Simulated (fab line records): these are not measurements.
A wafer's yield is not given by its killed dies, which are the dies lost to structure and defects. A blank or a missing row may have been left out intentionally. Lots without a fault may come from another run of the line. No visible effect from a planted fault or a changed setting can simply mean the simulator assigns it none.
fab line records -- flow n5_finfet -- part 1 of 2: steps 1 to 14 of 29
[record] lots = 5, wafers = 15, last_day = 17
route steps=1938 shown FIN_SAQP@132 FIN_CUT@154
lots with no fault: from the same line, run without faults
start_h: hours from the record's first day to the start of the lot's first wafer shown -- wait_h: time in hours since the lot's previous step -- " the same as in the row above -- L1.1+2: a row that stands for several wafers -- - no value present, or no start provided -- * or withheld: withheld -- < > ~ a bound
route shown NAME@n: NAME is a module with steps in the file, n the number in the route of the first one -- usual: the fault-free wafers' mean and standard deviation -- same: alike in all rows -- chamber/n: place in a boat -- sites: each site's reading -- _std_site: the standard deviation of these -- _edge_site: the outer-site mean with the inner-site mean subtracted -- radius_mm: for every site, how far away it sits from the centre of the wafer -- mask NAME#n: copy n -- behind: the most recent tool/chamber to have shaped the wafer -- hold: cause of the lot's hold/its duration in hours/its outcome -- device: the transistor (n, p or np) that didn't switch -- end of line: the tests these same wafers got at the end of their route -- a step given without rows: its recipe and nothing more -- killed: dies lost to structure and defects at the first sort, not the wafer's yield -- map: dies across one wafer; x = killed, . = not, _ = none there
set.NAME: the setting that was run; set.NAME@STEP: the one run at that earlier step -- model.NAME: the simulator's own value behind a step, which no gauge read
lots seen at some steps along the route; tables by step, rows by wafer
services: when a tool's chamber went out of use (start_h, in hours from the record's first day, below 0 if earlier), for how many hours, and the reason
[[steps]]
[step N5_FIN_SAQP_RECESS_63]
[recipe] chemistry = HF/NH3, target = SiO2, target_depth_a = 180, afs_cycles = 3, temp_c = 30, sublimation_temp_c = 180, sublimation_time_s = 60
[usual] drypump_motor_current_A = 5.82/0.23, sublimation_temp_c = 180.03/0.17
lot.wafer,tool,chamber,start_h,wait_h,drypump_motor_current_A,sublimation_temp_c
L076.1,vapor_etch-01,1,36.69,0.1,5.97,179.72
L076.2,vapor_etch-01,0,36.69,0.1,5.87,180.15
L076.4,vapor_etch-01,1,36.69,0.1,6.00,179.86
L078.1,vapor_etch-01,1,49.54,0.1,5.97,179.80
L078.2,vapor_etch-01,0,49.54,0.1,5.88,180.09
L078.4,vapor_etch-01,1,49.54,0.1,5.99,179.93
L088.2,vapor_etch-01,1,110.40,0.1,5.97,180.06
L088.4,vapor_etch-01,0,110.40,0.1,5.89,180.01
L088.5,vapor_etch-01,0,110.40,0.1,5.91,180.16
L089.1,vapor_etch-01,1,116.77,0.1,5.99,179.96
L089.2,vapor_etch-01,1,116.77,0.1,5.98,180.06
L089.5,vapor_etch-01,1,116.77,0.1,5.97,180.05
L091.1,vapor_etch-01,0,127.96,0.1,5.87,180.10
L091.3,vapor_etch-01,1,127.96,0.1,6.00,180.10
L091.6,vapor_etch-01,0,127.96,0.1,5.86,180.02
[step N5_FIN_SAQP_COAT_68]
[recipe] resist = SOC, temp_c = 250, time_s = 60, spin_rpm = 1500, resist_thk_nm = 100
lot.wafer,tool,chamber,start_h,wait_h
L076.1+2+4,litho_track-01,0,37.07,0.3
L078.1+2+4,litho_track-05,0,49.92,0.3
L088.2+4+5,litho_track-05,0,110.79,0.3
L089.1+2+5,litho_track-05,0,117.53,0.6
L091.1+3+6,litho_track-01,0,128.35,0.3
[step N5_FIN_SAQP_ETCH_69]
[recipe] chemistry = N2/H2, target = SOC, target_depth_a = 1500, stop_on = SiNx, ion_energy_ev = 100, bias_w = 61, pressure_mtorr = 30, source_w = 850, n2_flow_sccm = 200, h2_flow_sccm = 200
[usual] drypump_motor_current_A = 5.7/0.46, oes_product_au = 0.80/0.074, rf_vpp_V = 240.1/1.2, showerhead_plenum_p_Torr = 2.51/0.077, throttle_valve_pct = 17.76/0.2
lot.wafer,tool,chamber,start_h,wait_h,drypump_motor_current_A,oes_product_au,rf_hours_counter_h,rf_vpp_V,showerhead_plenum_p_Torr,throttle_valve_pct
L076.1,rie_diel-01,0,37.14,-,6.2,0.93,7,239.7,2.48,17.57
L076.2,rie_diel-01,1,37.14,-,5.1,0.70,209,240.4,2.40,17.94
L076.4,rie_diel-01,3,37.14,-,6.2,0.82,54,239.7,2.48,17.61
L078.1,rie_diel-02,1,49.99,-,6.1,0.80,90,238.5,2.45,17.66
L078.2,rie_diel-02,0,49.99,-,5.3,0.73,148,242.8,2.55,17.89
L078.4,rie_diel-02,3,49.99,-,5.9,0.81,-,242.1,2.69,17.42
L088.2,rie_diel-02,1,110.85,-,6.2,0.77,115,240.3,2.44,17.71
L088.4,rie_diel-02,3,110.85,-,5.9,0.78,109,242.2,2.68,17.47
L088.5,rie_diel-02,0,110.85,-,5.2,0.72,-,241.3,2.53,17.93
L089.1,rie_diel-02,1,117.59,-,6.1,0.77,118,239.6,2.43,17.71
L089.2,rie_diel-02,0,117.59,-,5.2,0.71,175,240.7,2.53,17.94
L089.5,rie_diel-02,1,117.59,-,6.2,0.76,-,241.2,2.43,17.70
L091.1,rie_diel-04,1,128.42,-,5.4,0.78,121,237.7,2.47,18.04
L091.3,rie_diel-04,2,128.42,-,4.7,0.90,25,240.7,2.59,17.48
L091.6,rie_diel-04,1,128.42,-,5.4,0.77,-,238.7,2.47,18.05
[step N5_FIN_SAQP_ETCH_67]
[recipe] chemistry = CH3F/O2, target = SiNx, target_depth_a = 300, mask_material = SOC, pressure_mtorr = 30, source_w = 395, bias_w = 73, Ar_flow_sccm = 150, CH3F_flow_sccm = 30, O2_flow_sccm = 20, ion_energy_ev = 120
[usual] drypump_motor_current_A = 5.7/0.46, oes_f_703_au = 0.81/0.078, oes_product_au = 0.81/0.075, rf_vpp_V = 298/6.3, showerhead_plenum_p_Torr = 1.98/0.059, throttle_valve_pct = 16.31/0.16
lot.wafer,tool,chamber,start_h,wait_h,drypump_motor_current_A,oes_f_703_au,oes_product_au,rf_hours_counter_h,rf_vpp_V,showerhead_plenum_p_Torr,throttle_valve_pct
L076.1,rie_diel-01,0,37.20,0.0,6.2,0.96,0.94,7,288,1.97,16.24
L076.2,rie_diel-01,1,37.20,0.0,5.0,0.72,0.71,209,296,1.90,16.56
L076.4,rie_diel-01,3,37.20,0.0,6.2,0.82,0.85,54,304,1.96,16.21
L078.1,rie_diel-02,1,50.05,0.0,6.1,0.80,0.81,90,294,1.94,16.39
L078.2,rie_diel-02,0,50.05,0.0,5.2,0.74,0.74,148,300,2.01,16.42
L078.4,rie_diel-02,3,50.05,0.0,5.9,0.81,0.80,-,304,2.11,15.98
L088.2,rie_diel-02,1,110.91,0.0,6.1,0.77,0.77,115,293,1.93,16.41
L088.4,rie_diel-02,3,110.91,0.0,5.9,0.78,0.79,109,306,2.11,16.05
L088.5,rie_diel-02,0,110.91,0.0,5.2,0.72,0.72,-,298,2.00,16.45
L089.1,rie_diel-02,1,117.65,0.0,6.1,0.77,0.78,118,294,1.93,16.42
L089.2,rie_diel-02,0,117.65,0.0,5.2,0.71,0.71,175,298,2.00,16.46
L089.5,rie_diel-02,1,117.65,0.0,6.1,0.77,0.79,-,293,1.93,16.44
L091.1,rie_diel-04,1,128.48,0.0,5.4,0.79,0.78,121,293,1.92,16.30
L091.3,rie_diel-04,2,128.48,0.0,4.7,0.90,0.91,25,301,2.04,16.03
L091.6,rie_diel-04,1,128.48,0.0,5.4,0.80,0.77,-,293,1.92,16.28
[step N5_FIN_SAQP_STRIP_70]
[recipe] chemistry = N2/H2, power_w = 500, temp_c = 40, pressure_mtorr = 50, rf_frequency_hz = 6e+07, overash_fraction = 0.3, bias_power_w = 28, h2_frac = 0.5, n2_flow_sccm = 300, h2_flow_sccm = 300
[usual] drypump_motor_current_A = 5.7/0.46, oes_product_au = 0.82/0.076, power_w = 499.8/1.4, rf_vpp_V = 121.7/0.9, showerhead_plenum_p_Torr = 3.32/0.098, throttle_valve_pct = 18.9/0.43
lot.wafer,tool,chamber,start_h,wait_h,drypump_motor_current_A,oes_product_au,power_w,rf_hours_counter_h,rf_vpp_V,showerhead_plenum_p_Torr,throttle_valve_pct
L076.1,rie_diel-01,0,37.24,0.0,6.2,0.94,501.0,7,121.3,3.28,18.6
L076.2,rie_diel-01,1,37.24,0.0,5.1,0.71,501.3,209,121.3,3.18,18.9
L076.4,rie_diel-01,3,37.24,0.0,6.2,0.85,499.1,54,122.1,3.28,18.6
L078.1,rie_diel-02,1,50.09,0.0,6.1,0.81,500.1,90,121.0,3.24,18.5
L078.2,rie_diel-02,0,50.09,0.0,5.2,0.73,498.7,148,121.9,3.36,19.1
L078.4,rie_diel-02,3,50.09,0.0,5.9,0.82,499.8,-,122.6,3.54,18.5
L088.2,rie_diel-02,1,110.95,0.0,6.2,0.79,497.8,115,122.4,3.22,18.5
L088.4,rie_diel-02,3,110.95,0.0,5.9,0.78,500.3,109,122.6,3.53,18.5
L088.5,rie_diel-02,0,110.95,0.0,5.2,0.71,499.0,-,121.5,3.35,19.2
L089.1,rie_diel-02,1,117.69,0.0,6.2,0.78,501.2,118,121.7,3.22,18.6
L089.2,rie_diel-02,0,117.69,0.0,5.3,0.71,499.4,175,121.2,3.35,19.2
L089.5,rie_diel-02,1,117.69,0.0,6.1,0.77,501.3,-,120.9,3.22,18.6
L091.1,rie_diel-04,1,128.52,0.0,5.4,0.78,498.5,121,122.7,3.26,19.6
L091.3,rie_diel-04,2,128.52,0.0,4.7,0.91,498.5,25,122.4,3.42,18.4
L091.6,rie_diel-04,1,128.52,0.0,5.4,0.77,499.8,-,122.1,3.26,19.6
[step N5_FIN_SAQP_RECESS_71]
[recipe] chemistry = HF/NH3, target = SiO2, target_depth_a = 30, afs_cycles = 1, temp_c = 30, sublimation_temp_c = 180, sublimation_time_s = 60
[usual] drypump_motor_current_A = 5.82/0.23, sublimation_temp_c = 179.98/0.16
lot.wafer,tool,chamber,start_h,wait_h,drypump_motor_current_A,sublimation_temp_c
L076.1,vapor_etch-01,0,37.41,0.2,5.92,180.20
L076.2,vapor_etch-01,1,37.41,0.2,6.00,179.60
L076.4,vapor_etch-01,0,37.41,0.2,5.91,179.86
L078.1,vapor_etch-01,1,50.15,0.0,6.00,180.12
L078.2,vapor_etch-01,0,50.15,0.0,5.88,179.96
L078.4,vapor_etch-01,1,50.15,0.0,6.01,179.94
L088.2,vapor_etch-01,0,111.01,0.0,5.87,180.30
L088.4,vapor_etch-01,1,111.01,0.0,5.98,180.00
L088.5,vapor_etch-01,1,111.01,0.0,6.01,180.05
L089.1,vapor_etch-02,1,117.75,0.0,5.39,179.87
L089.2,vapor_etch-02,0,117.75,0.0,5.92,179.85
L089.5,vapor_etch-02,1,117.75,0.0,5.36,179.95
L091.1,vapor_etch-01,0,128.58,0.0,5.94,179.84
L091.3,vapor_etch-01,1,128.58,0.0,5.96,179.83
L091.6,vapor_etch-01,0,128.58,0.0,5.93,179.67
[step N5_FIN_SAQP_SPACER2_ALD_28]
[recipe] material = SiO2, target_thk_a = 81, temp_c = 300, ald_precursor_family = BDEAS, ald_co_reactant = O2-plasma, pulse_time_s = 1, purge_time_s = 2, co_reactant_purge_time_s = 2, pressure_torr = 2
[usual] heater_power_w = 483/40, precursor_pulse_height_rel = 0.997/0.021
lot.wafer,tool,chamber,start_h,wait_h,heater_power_w,precursor_pulse_height_rel
L076.1,ald_sin-03,3,37.66,0.2,547,0.995
L076.2,ald_sin-03,1,37.66,0.2,488,0.994
L076.4,ald_sin-03,0,37.66,0.2,439,1.013
L078.1,ald_sin-03,0,50.29,0.1,446,0.975
L078.2,ald_sin-03,3,50.29,0.1,533,1.004
L078.4,ald_sin-03,2,50.29,0.1,465,0.988
L088.2,ald_sin-02,2,111.72,0.7,386,1.003
L088.4,ald_sin-02,0,111.72,0.7,457,0.993
L088.5,ald_sin-02,1,111.72,0.7,521,1.016
L089.1,ald_sin-03,2,118.16,0.4,468,0.982
L089.2,ald_sin-03,0,118.16,0.4,449,0.973
L089.5,ald_sin-03,0,118.16,0.4,452,1.027
L091.1,ald_sin-02,1,128.72,0.1,525,1.035
L091.3,ald_sin-02,0,128.72,0.1,455,0.971
L091.6,ald_sin-02,3,128.72,0.1,443,0.977
[step N5_FIN_SAQP_SPACER2_ETCHBACK_29]
[recipe] chemistry = CHF3/O2, mode = anisotropic_etchback, target = SiO2, target_depth_a = 122, time_s = 6.1, pressure_mtorr = 30, source_w = 650, bias_w = 170, Ar_flow_sccm = 200, CHF3_flow_sccm = 50, O2_flow_sccm = 5, ion_energy_ev = 200
[usual] CHF3_flow_sccm = 49.99/0.15, drypump_motor_current_A = 5.7/0.46, oes_f_703_au = 0.82/0.071, oes_product_au = 0.83/0.073, rf_vpp_V = 524/11, showerhead_plenum_p_Torr = 2.39/0.07, throttle_valve_pct = 18.85/0.15
lot.wafer,tool,chamber,start_h,wait_h,CHF3_flow_sccm,drypump_motor_current_A,oes_f_703_au,oes_product_au,rf_hours_counter_h,rf_vpp_V,showerhead_plenum_p_Torr,throttle_valve_pct
L076.1,rie_diel-01,1,37.99,0.2,49.85,5.0,0.72,0.71,210,520,2.29,19.10
L076.2,rie_diel-01,3,37.99,0.2,49.77,6.2,0.82,0.84,54,536,2.36,18.77
L076.4,rie_diel-01,2,37.99,0.2,49.94,5.6,0.81,0.83,63,534,2.45,18.78
L078.1,rie_diel-04,3,50.64,0.2,49.82,5.5,0.88,0.91,18,533,2.48,18.90
L078.2,rie_diel-04,1,50.64,0.2,50.10,5.4,0.81,0.79,102,516,2.32,18.77
L078.4,rie_diel-04,3,50.64,0.2,49.70,5.5,0.89,0.91,-,534,2.48,18.91
L088.2,rie_diel-01,0,112.13,0.3,50.05,6.2,0.90,0.86,35,509,2.36,18.85
L088.4,rie_diel-01,2,112.13,0.3,50.05,5.6,0.77,0.80,-,535,2.43,18.84
L088.5,rie_diel-01,0,112.13,0.3,50.07,6.2,0.89,0.88,-,508,2.36,18.83
L089.1,rie_diel-01,0,118.65,0.3,50.11,6.2,0.89,0.87,39,508,2.36,18.86
L089.2,rie_diel-01,3,118.65,0.3,50.00,6.2,0.78,0.80,92,536,2.34,18.83
L089.5,rie_diel-01,3,118.65,0.3,50.03,6.2,0.77,0.80,-,535,2.34,18.82
L091.1,rie_diel-01,0,129.05,0.2,50.22,6.2,0.88,0.86,47,508,2.36,18.88
L091.3,rie_diel-01,2,129.05,0.2,49.84,5.7,0.75,0.79,108,534,2.43,18.85
L091.6,rie_diel-01,0,129.05,0.2,50.09,6.3,0.88,0.87,-,506,2.36,18.88
[step N5_FIN_SAQP_MANDREL2_REMOVE_60]
[recipe] chemistry = HBr/Cl2/O2, bt_time_s = 10, target = a-Si, stop_on = SiNx, endpoint = OES-SiCl, over_etch_frac = 1, icp_w = 600, bias_w = 22, HBr_flow_sccm = 150, Cl2_flow_sccm = 80, O2_flow_sccm = 5, pressure_mtorr = 10
[usual] drypump_motor_current_A = 5.8/0.45, oes_product_au = 0.999/0.02, throttle_valve_pct = 36.4/0.34
lot.wafer,tool,chamber,start_h,wait_h,drypump_motor_current_A,oes_product_au,rf_hours_counter_h,throttle_valve_pct
L076.1,rie_si-04,0,38.07,0.1,5.6,0.977,26,36.8
L076.2,rie_si-04,2,38.07,0.1,5.4,0.985,9,36.2
L076.4,rie_si-04,1,38.07,0.1,6.1,1.000,14,36.5
L078.1,rie_si-04,2,50.73,0.1,5.3,0.984,9,36.2
L078.2,rie_si-04,1,50.73,0.1,6.0,0.984,15,36.5
L078.4,rie_si-04,0,50.73,0.1,5.6,0.959,27,36.8
L088.2,rie_si-05,2,112.23,0.1,5.3,0.998,46,36.1
L088.4,rie_si-05,0,112.23,0.1,6.1,0.976,176,36.7
L088.5,rie_si-05,3,112.23,0.1,6.0,1.017,-,36.6
L089.1,rie_si-06,2,118.73,0.1,5.1,1.014,31,37.2
L089.2,rie_si-06,1,118.73,0.1,5.1,1.020,14,36.5
L089.5,rie_si-06,2,118.73,0.1,5.1,1.010,-,37.2
L091.1,rie_si-04,2,129.14,0.1,5.4,0.989,11,36.2
L091.3,rie_si-04,3,129.14,0.1,5.5,0.987,87,35.9
L091.6,rie_si-04,1,129.14,0.1,6.1,0.996,-,36.5
[step N5_FIN_SAQP_CD_MEAS_31]
[recipe] target_cd_nm = 8, landing_energy_ev = 1000, detector = se_inlens, polarity = line
[usual] cd_nm = 8.04/0.22
[same] landing_energy_ev = 1000
lot.wafer,tool,chamber,start_h,wait_h,cd_nm
L076.1,cd_sem-01,0,38.18,0.1,8.48
L076.2,cd_sem-01,0,38.18,0.1,7.88
L076.4,cd_sem-01,0,38.18,0.1,7.78
L078.1,cd_sem-01,0,50.84,0.1,8.33
L078.2,cd_sem-01,0,50.84,0.1,7.80
L078.4,cd_sem-01,0,50.84,0.1,8.10
L088.2,cd_sem-03,0,112.34,0.1,8.12
L088.4,cd_sem-03,0,112.34,0.1,7.97
L088.5,cd_sem-03,0,112.34,0.1,8.08
L089.1,cd_sem-02,0,118.84,0.1,8.08
L089.2,cd_sem-02,0,118.84,0.1,8.08
L089.5,cd_sem-02,0,118.84,0.1,8.53
L091.1,cd_sem-02,0,129.25,0.1,7.88
L091.3,cd_sem-02,0,129.25,0.1,8.02
L091.6,cd_sem-02,0,129.25,0.1,7.82
[step N5_FIN_SAQP_HM_OPEN_33]
[recipe] chemistry = CH3F/O2, target = SiNx, mask_material = SiO2, target_depth_a = 494, time_s = 70.6, pressure_mtorr = 30, source_w = 395, bias_w = 73, Ar_flow_sccm = 150, CH3F_flow_sccm = 30, O2_flow_sccm = 20, ion_energy_ev = 120, ends = cleared
[usual] drypump_motor_current_A = 5.7/0.46, etch_rf_on_time_s = 69.1/1.3, oes_f_703_au = 0.81/0.078, oes_product_au = 0.70/0.066, rf_vpp_V = 298/5.9, showerhead_plenum_p_Torr = 1.98/0.058, throttle_valve_pct = 16.27/0.15
lot.wafer,tool,chamber,start_h,wait_h,drypump_motor_current_A,etch_rf_on_time_s,oes_f_703_au,oes_product_au,rf_hours_counter_h,rf_vpp_V,showerhead_plenum_p_Torr,throttle_valve_pct
L076.1,rie_diel-04,2,38.23,0.0,4.7,68.0,0.98,0.84,2,300,2.04,15.95
L076.2,rie_diel-04,1,38.23,0.0,5.4,69.5,0.82,0.69,95,294,1.93,16.24
L076.4,rie_diel-04,2,38.23,0.0,4.7,70.1,0.98,0.85,-,302,2.04,15.97
L078.1,rie_diel-04,1,50.89,0.0,5.4,70.1,0.81,0.68,102,294,1.93,16.25
L078.2,rie_diel-04,3,50.89,0.0,5.5,68.9,0.89,0.78,18,302,2.06,16.31
L078.4,rie_diel-04,3,50.89,0.0,5.5,70.9,0.89,0.78,-,302,2.07,16.31
L088.2,rie_diel-02,1,112.44,0.1,6.2,68.6,0.77,0.68,115,294,1.93,16.39
L088.4,rie_diel-02,3,112.44,0.1,5.9,69.8,0.78,0.67,109,305,2.11,16.01
L088.5,rie_diel-02,3,112.44,0.1,5.9,70.3,0.78,0.67,-,305,2.11,16.01
L089.1,rie_diel-01,0,118.97,0.1,6.2,69.6,0.89,0.74,39,288,1.96,16.27
L089.2,rie_diel-01,3,118.97,0.1,6.2,69.7,0.77,0.69,92,305,1.94,16.26
L089.5,rie_diel-01,0,118.97,0.1,6.2,72.6,0.90,0.74,-,288,1.96,16.27
L091.1,rie_diel-04,1,129.29,0.0,5.4,68.9,0.79,0.67,121,293,1.92,16.28
L091.3,rie_diel-04,2,129.29,0.0,4.8,68.8,0.91,0.78,25,302,2.04,16.01
L091.6,rie_diel-04,1,129.29,0.0,5.4,68.7,0.80,0.66,-,294,1.92,16.27
[step N5_FIN_SAQP_ETCH_34]
[recipe] chemistry = C4F6/O2, target = SiO2, target_depth_a = 450, time_s = 15, ion_energy_ev = 250, pressure_mtorr = 30, source_w = 345, bias_w = 185, Ar_flow_sccm = 300, C4F6_flow_sccm = 10, O2_flow_sccm = 10, ends = cleared
[usual] drypump_motor_current_A = 5.7/0.46, etch_rf_on_time_s = 14.99/0.19, oes_f_703_au = 0.81/0.076, oes_product_au = 0.70/0.065, rf_vpp_V = 667/14, showerhead_plenum_p_Torr = 2.82/0.079, throttle_valve_pct = 21.03/0.15
lot.wafer,tool,chamber,start_h,wait_h,drypump_motor_current_A,etch_rf_on_time_s,oes_f_703_au,oes_product_au,rf_hours_counter_h,rf_vpp_V,showerhead_plenum_p_Torr,throttle_valve_pct
L076.1,rie_diel-04,2,38.30,0.0,4.7,14.94,0.98,0.85,2,674,2.91,20.71
L076.2,rie_diel-04,1,38.30,0.0,5.4,15.03,0.81,0.68,95,655,2.75,20.98
L076.4,rie_diel-04,2,38.30,0.0,4.7,14.96,0.98,0.85,-,674,2.91,20.72
L078.1,rie_diel-04,1,50.96,0.0,5.4,15.04,0.81,0.68,102,657,2.75,21.00
L078.2,rie_diel-04,3,50.96,0.0,5.5,15.04,0.88,0.76,18,677,2.93,21.13
L078.4,rie_diel-04,3,50.96,0.0,5.5,15.04,0.88,0.76,-,676,2.94,21.16
L088.2,rie_diel-02,1,112.51,0.0,6.2,14.82,0.77,0.66,115,658,2.75,21.14
L088.4,rie_diel-02,3,112.51,0.0,5.9,14.71,0.78,0.68,109,682,2.99,20.76
L088.5,rie_diel-02,3,112.51,0.0,5.9,14.83,0.78,0.68,-,681,2.99,20.76
L089.1,rie_diel-01,0,119.04,0.0,6.3,15.01,0.89,0.74,40,644,2.79,21.04
L089.2,rie_diel-01,3,119.04,0.0,6.2,15.04,0.78,0.68,92,682,2.77,21.02
L089.5,rie_diel-01,0,119.04,0.0,6.2,14.95,0.89,0.74,-,645,2.79,21.03
L091.1,rie_diel-04,1,129.36,0.0,5.4,15.03,0.80,0.67,121,657,2.74,21.03
L091.3,rie_diel-04,2,129.36,0.0,4.8,15.20,0.91,0.78,25,674,2.89,20.75
L091.6,rie_diel-04,1,129.36,0.0,5.4,15.15,0.79,0.67,-,656,2.74,21.02
[step N5_FIN_SAQP_STRIP_77]
[recipe] chemistry = N2/H2, time_s = 90, power_w = 100, temp_c = 40, pressure_mtorr = 100, rf_frequency_hz = 6e+07, bias_power_w = 3, n2_flow_sccm = 300, h2_flow_sccm = 300
[usual] drypump_motor_current_A = 5.7/0.46, oes_product_au = 0.83/0.077, rf_vpp_V = 45.3/0.79, showerhead_plenum_p_Torr = 3.34/0.093, throttle_valve_pct = 12.11/0.21
lot.wafer,tool,chamber,start_h,wait_h,drypump_motor_current_A,oes_product_au,rf_hours_counter_h,rf_vpp_V,showerhead_plenum_p_Torr,throttle_valve_pct
L076.1,rie_diel-04,2,38.32,0.0,4.8,0.99,2,45.7,3.45,11.75
L076.2,rie_diel-04,1,38.32,0.0,5.4,0.80,95,45.2,3.29,12.26
L076.4,rie_diel-04,2,38.32,0.0,4.8,0.99,-,45.6,3.45,11.76
L078.1,rie_diel-04,1,50.98,0.0,5.4,0.79,102,45.2,3.29,12.28
L078.2,rie_diel-04,3,50.98,0.0,5.5,0.90,18,45.7,3.42,11.86
L078.4,rie_diel-04,3,50.98,0.0,5.5,0.91,-,46.7,3.42,11.87
L088.2,rie_diel-02,1,112.53,0.0,6.2,0.79,115,46.0,3.24,12.14
L088.4,rie_diel-02,3,112.53,0.0,5.9,0.78,109,45.3,3.54,11.88
L088.5,rie_diel-02,3,112.53,0.0,5.9,0.79,-,45.7,3.54,11.89
L089.1,rie_diel-01,0,119.07,0.0,6.2,0.87,40,45.2,3.29,11.98
L089.2,rie_diel-01,3,119.07,0.0,6.2,0.81,92,44.5,3.27,12.07
L089.5,rie_diel-01,0,119.07,0.0,6.2,0.87,-,43.6,3.28,11.98
L091.1,rie_diel-04,1,129.39,0.0,5.4,0.78,121,44.2,3.28,12.34
L091.3,rie_diel-04,2,129.39,0.0,4.8,0.91,25,45.8,3.44,11.82
L091.6,rie_diel-04,1,129.39,0.0,5.4,0.78,-,45.5,3.28,12.34
[step N5_FIN_SAQP_HM_CD_35]
[recipe] target_cd_nm = 8, polarity = line
[usual] cd_nm = 8.10/0.26
lot.wafer,tool,chamber,start_h,wait_h,cd_nm
L076.1,cd_sem-03,-,38.45,0.1,8.17
L076.2,cd_sem-03,-,38.45,0.1,7.95
L076.4,cd_sem-03,-,38.45,0.1,8.14
L078.1,cd_sem-02,-,51.10,0.1,8.04
L078.2,cd_sem-02,-,51.10,0.1,8.47
L078.4,cd_sem-02,-,51.10,0.1,8.34
L088.2,cd_sem-01,-,112.66,0.1,7.64
L088.4,cd_sem-01,-,112.66,0.1,7.66
L088.5,cd_sem-01,-,112.66,0.1,7.75
L089.1,cd_sem-01,-,119.19,0.1,8.27
L089.2,cd_sem-01,-,119.19,0.1,8.27
L089.5,cd_sem-01,-,119.19,0.1,8.28
L091.1,cd_sem-01,-,129.51,0.1,7.71
L091.3,cd_sem-01,-,129.51,0.1,7.86
L091.6,cd_sem-01,-,129.51,0.1,8.22
